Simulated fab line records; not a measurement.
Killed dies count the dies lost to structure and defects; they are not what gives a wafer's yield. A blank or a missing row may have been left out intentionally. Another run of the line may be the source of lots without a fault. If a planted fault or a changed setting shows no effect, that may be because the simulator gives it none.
Struck lot and sound lot, side by side | flow n5-finfet | 37 out of 1938 route steps
Sound: wafers L278.1, L278.5, L278.6. Struck: wafers L281.2, L281.4, L281.6. Last of all comes the cause.
Each step with rows lists, per side, the tool, then ch with its chambers, then its first start. Under that, the readings that differ: sound wafers | struck wafers | difference of the means | sigmas: that difference in standard deviations of wafers without a fault.
alike: words and numbers the same on both sides, and readings whose means are apart by under 2 such deviations; not compared: readings that were withheld, readings missing a value for some wafer, numbers with overlapping values and no deviation given by the record, and bounds like >300 which may hide the same value.
The two part at a step that has a row with sigmas, a row that says differs or no value, or rows on one side only. Non-overlapping numbers with no deviation appear without sigmas and do not part them. Lack of a reading on every wafer of one side parts them only where that side has two or more wafers.

first, 9 steps without rows for these wafers: N5_BEOL_M10_SURFACE_TREAT_76; N5_BEOL_M10_CVD_75 (deposits Co from CCTBA/H2, target thk 2 nm, time 138.9 s); N5_BEOL_M10_SPUTTER_48 (material Cu, target thk 12 nm, time 2 s); N5_BEOL_M10_ECD_50 (material Cu, target thk 318 nm); N5_BEOL_M10_ANNEAL_51 (time 90 s); N5_BEOL_M10_CMP_52 (polishes, stops on SiCOH lowk, t overpolish 7 s, target thk 140 nm); N5_BEOL_M10_PRE_CLEAN_55 (time 15 s); N5_BEOL_M10_DEP_56 (deposits SiCN from 3MS/NH3, target thk 15 nm, time 26.5 s); N5_BEOL_M11_ILD_DEP_00 (deposits SiCOH lowk from DEMS/porogen, target thk 308.51 nm, time 58 s).
N5_BEOL_M11_CURE_71: cures SiCOH lowk, time 240 s.
  sound on uv-cure-03 ch 1, day 13 00:58; struck on uv-cure-02 ch 0, day 13 20:14
  no value came back on the struck wafers for lamp-power-pct (%), run-length-s (s), wafer_temp_C_max; on the sound wafers lamp-power-pct (%) reads 52.32 52.37 52.41
  reading                                             | sound             | struck            | difference | sigmas
  model.SiCOH_lowk_of_BEOL_M11_ILD_DEP_00.thk-nm (nm) | 271.2 273.2 273.8 | 305.6 315.8 309.8 | +37.7      |
N5_BEOL_M11_THK_MEAS_01:
  sound on film-metro-02, day 13 01:58; struck on film-metro-02, day 13 20:40
  reading          | sound       | struck      | difference | sigmas
  M11_ILD_THK (nm) | 271 273 274 | 306 316 310 | +38        | +9
then, 24 steps without rows for these wafers: N5_BEOL_M11_PECVD_70 (deposits SiO2 from TEOS/O2, target thk 20 nm, time 22.7 s); N5_BEOL_M11_HM_DEP_02 (deposits TiN, target thk 20 nm); N5_BEOL_M11_COAT_59 (time 60 s, resist thk 100 nm); N5_BEOL_M11_COAT_60 (time 60 s, resist thk 30 nm); N5_BEOL_M11_COAT_05 (resist thk 90 nm); N5_BEOL_M11_EBR_07; N5_BEOL_M11_SOFTBAKE_06 (time 60 s); N5_BEOL_M11_EXPOSE_08 (exposes mask M11); N5_BEOL_M11_PEB_09 (peb time 60 s); N5_BEOL_M11_DEVELOP_10 (develop time 30 s); N5_BEOL_M11_DESCUM_16 (chemistry O2, time 7.9 s); N5_BEOL_M11_ETCH_61 (etches SiARC in CF4, target depth 39 nm, time 65 s); N5_BEOL_M11_ETCH_62 (etches SOC in N2/H2, target depth 110 nm, overetch 22 nm, time 165 s); N5_BEOL_M11_STRIP_68 (strips in N2/H2); N5_BEOL_M11_STRIP_67 (strips in CF4); N5_BEOL_M11_HM_OPEN_17 (chemistry Cl2/BCl3, target TiN, target depth 20 nm, overetch 6 nm); N5_BEOL_M11_STRIP_19 (strips in O2); N5_BEOL_M11_COAT_63 (time 60 s, resist thk 100 nm); N5_BEOL_M11_COAT_64 (time 60 s, resist thk 30 nm); N5_BEOL_M11_COAT_22 (resist thk 90 nm); N5_BEOL_M11_EBR_24; N5_BEOL_M11_SOFTBAKE_23 (time 60 s); N5_BEOL_M11_EXPOSE_25 (exposes mask V10); N5_BEOL_M11_PEB_26 (peb time 60 s).
N5_BEOL_M11_CMP_52: polishes, stops on SiCOH lowk, t overpolish 7 s, target thk 140 nm.
  sound on cmp-02 ch 0,2,3, day 13 09:41; struck on cmp-03 ch 0,2,3, day 14 03:46
  reading                                             | sound             | struck            | difference | sigmas
  model.SiCOH_lowk_of_BEOL_M11_ILD_DEP_00.thk-nm (nm) | 268.2 270.2 270.8 | 302.6 312.8 306.8 | +37.7      |
  alike: clearing-platen-rpm, edge-zone-pressure-frac, motor-current-A
N5_PASSIVATION_PROBE_49:
  sound on prober-01, day 15 04:19; struck on prober-01, day 15 20:26
  alike: defect-limited-yield, killed_at_M0_to_M3, killed_at_M4_up, killed-at-contacts, killed-at-front-end, killed-at-other, killed-dies, killed-on-rim, killed-open, killed-short, sort_bin_5_function, sort_bin_6_memory, sort-n-pass, sort-yield-pct

## WHERE THEY PART
Earliest at N5_BEOL_M11_CURE_71; latest, in this record, at N5_BEOL_M11_THK_MEAS_01. Later steps at which nothing parts them and some readings are alike: N5_BEOL_M11_CMP_52, N5_PASSIVATION_PROBE_49.

WHY: the cause the simulator had injected
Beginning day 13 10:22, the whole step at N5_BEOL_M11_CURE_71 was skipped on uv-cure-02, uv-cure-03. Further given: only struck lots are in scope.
